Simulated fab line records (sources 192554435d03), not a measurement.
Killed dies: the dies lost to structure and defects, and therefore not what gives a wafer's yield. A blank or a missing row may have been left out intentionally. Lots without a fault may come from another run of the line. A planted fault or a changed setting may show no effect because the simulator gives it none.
Matching of chambers    flow n5-finfet    ald-sin-02 running N5_GATE_CUT_SAC_CAP_01: 4 sister chambers
The step material SiNx, target thk 24 nm, pulse time 1 s, ald cycles 480. 18 wafers are shown with their chamber, then 9 later ones without.

WAFERS WITH THEIR CHAMBER
wafer   chamber  heater-power-w (W)  precursor-pulse-height-rel
L074.2  0        882                 0.997
L074.4  2        909                 1.002
L074.5  0        902                 0.999
L076.1  1        795                 0.979
L076.2  2        928                 1.004
L076.3  3        1102                0.958
L079.1  3        1080                1.010
L079.4  2        929                 0.999
L079.6  1        848                 0.997
L082.1  1        827                 1.005
L082.2  0        915                 1.013
L082.4  2        954                 0.998
L084.1  2        939                 1.009
L084.5  1        845                 0.978
L084.6  0        888                 1.024
L091.1  2        941                 0.946
L091.3  1        851                 1.018
L091.5  2        919                 1.009

SIGNATURES, as means of the wafers listed above
reading                     chamber 0  chamber 1  chamber 2  chamber 3  scatter within a chamber
heater-power-w              896.75     833.20     931.29     1091.00    17.7
precursor-pulse-height-rel  1.00825    0.99540    0.99529    0.98400    0.0206
Rule: for a wafer and a chamber, the distance is found by dividing, reading by reading, the gap between the wafer's reading and the chamber's mean by the reading's scatter, squaring, summing and taking the root. If the next closest chamber is less than 2 further off than the closest, the wafer can't be placed; otherwise it belongs to the closest. The scatter is the square root of a quotient: the sum, over the shown wafers, of each reading's squared deviation from its chamber's mean, divided by wafers minus chambers.

WAFERS WITHOUT THEIR CHAMBER
wafer   heater-power-w (W)  precursor-pulse-height-rel
L092.1  1111                1.004
L092.2  824                 0.993
L092.6  1106                1.010
L096.1  853                 1.002
L096.2  891                 1.014
L096.5  945                 0.981
L097.2  954                 1.019
L097.3  889                 1.010
L097.6  850                 0.972

WHICH CHAMBER EACH WENT THROUGH
wafer   from the rows above      in truth
L092.1  3                        3
L092.2  1                        1
L092.6  3                        3
L096.1  can't be placed: 1 or 0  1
L096.2  0                        0
L096.5  can't be placed: 2 or 0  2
L097.2  can't be placed: 2 or 0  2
L097.3  0                        0
L097.6  can't be placed: 1 or 0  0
Correctly placed: 5 of 9. These rows do not allow placing 4 (true chamber among the candidates in 4). Number placed wrongly: 0.
